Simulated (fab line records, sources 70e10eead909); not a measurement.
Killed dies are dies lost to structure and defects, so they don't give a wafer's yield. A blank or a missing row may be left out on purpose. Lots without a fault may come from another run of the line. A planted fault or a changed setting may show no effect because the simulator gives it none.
Which tool did it? | flow nand_harc | 10 lots, 30 wafers sampled, at 3 steps of a route of 1302

WHAT THE GAUGES READ, wafer by wafer
NHARC_P_M2_CD_MEAS_09: target cd 170 nm.
lot  | measured     | on        | cd_nm (nm)
L355 | day 6 10:56  | cd_sem-02 | 170.3 171.0 170.5
L356 | day 6 21:58  | cd_sem-03 | 169.9 170.5 170.2
L359 | day 8 14:24  | cd_sem-02 | 170.6 170.9 170.6
L362 | day 9 17:47  | cd_sem-02 | 170.6 170.5 170.6
L364 | day 10 05:08 | cd_sem-01 | 154.2 154.3 154.8 154.3 154.3 154.4
L367 | day 11 04:01 | cd_sem-01 | 155.1 154.5 154.7 154.9 154.3 154.9
L374 | day 14 05:25 | cd_sem-03 | 169.6 170.0 168.7
L375 | day 15 02:04 | cd_sem-02 | 169.5 168.9 168.3
L376 | day 15 03:53 | cd_sem-03 | 169.6 170.1 170.8
L377 | day 15 18:20 | cd_sem-01 | 170.2 170.1 170.4

WHICH TOOL RAN EACH LOT (tool, then ch and the chambers of the sampled wafers, then the start)
lot  | NHARC_P_M1_STRIP_18                | NHARC_P_M2_PEB_07
L355 | rie_diel-11 ch 0,1, day 6 07:21    | litho_track-04 ch 0, day 6 10:51
L356 | rie_diel-08 ch 0,1,3, day 6 17:52  | litho_track-01 ch 0, day 6 21:53
L359 | rie_diel-08 ch 1,2, day 8 10:43    | litho_track-04 ch 0, day 8 14:19
L362 | rie_diel-08 ch 0,3, day 9 14:14    | litho_track-01 ch 0, day 9 17:42
L364 | rie_diel-08 ch 1,2, day 10 01:27   | litho_track-01 ch 0, day 10 05:03
L367 | rie_diel-07 ch 1,2,3, day 11 00:37 | litho_track-01 ch 0, day 11 03:55
L374 | rie_diel-08 ch 1,3, day 14 01:48   | litho_track-06 ch 0, day 14 05:20
L375 | rie_diel-08 ch 0,1,3, day 14 22:29 | litho_track-06 ch 0, day 15 02:00
L376 | rie_diel-08 ch 0,1,3, day 15 00:19 | litho_track-01 ch 0, day 15 03:49
L377 | rie_diel-08 ch 0,2, day 15 14:43   | litho_track-04 ch 0, day 15 18:15
- NHARC_P_M1_STRIP_18: strips in N2/H2.
- NHARC_P_M2_PEB_07: peb time 65 s.

THE ANSWER, worked out from the rows above alone
Rule: what is usual is taken from the lots themselves. Put in order of their means at a reading, lots are off if they are a third of the lots or fewer, leave a main group of 4 or more, and stand apart from it by a gap of 3 or more times the standard deviation of the main group's means; of several such gaps the widest counts. A main group whose means are all the same, to the digits that the tables above print for the reading, isn't used. A lot without any number at a reading at which 4 lots or more have one is off too. The other lots that the step has rows for count as sound.
Off: L364, L367, at NHARC_P_M2_CD_MEAS_09 (cd_nm). The main group: mean 170.1 nm, standard deviation 0.59.
A tool fits if, at a process step before that reading, it ran every lot that is off, and no sound lot after the first of them. The gauges at NHARC_P_M2_CD_MEAS_09 are tried like those tools. None of those tried fits.

WHAT THE SIMULATOR HAD PUT IN
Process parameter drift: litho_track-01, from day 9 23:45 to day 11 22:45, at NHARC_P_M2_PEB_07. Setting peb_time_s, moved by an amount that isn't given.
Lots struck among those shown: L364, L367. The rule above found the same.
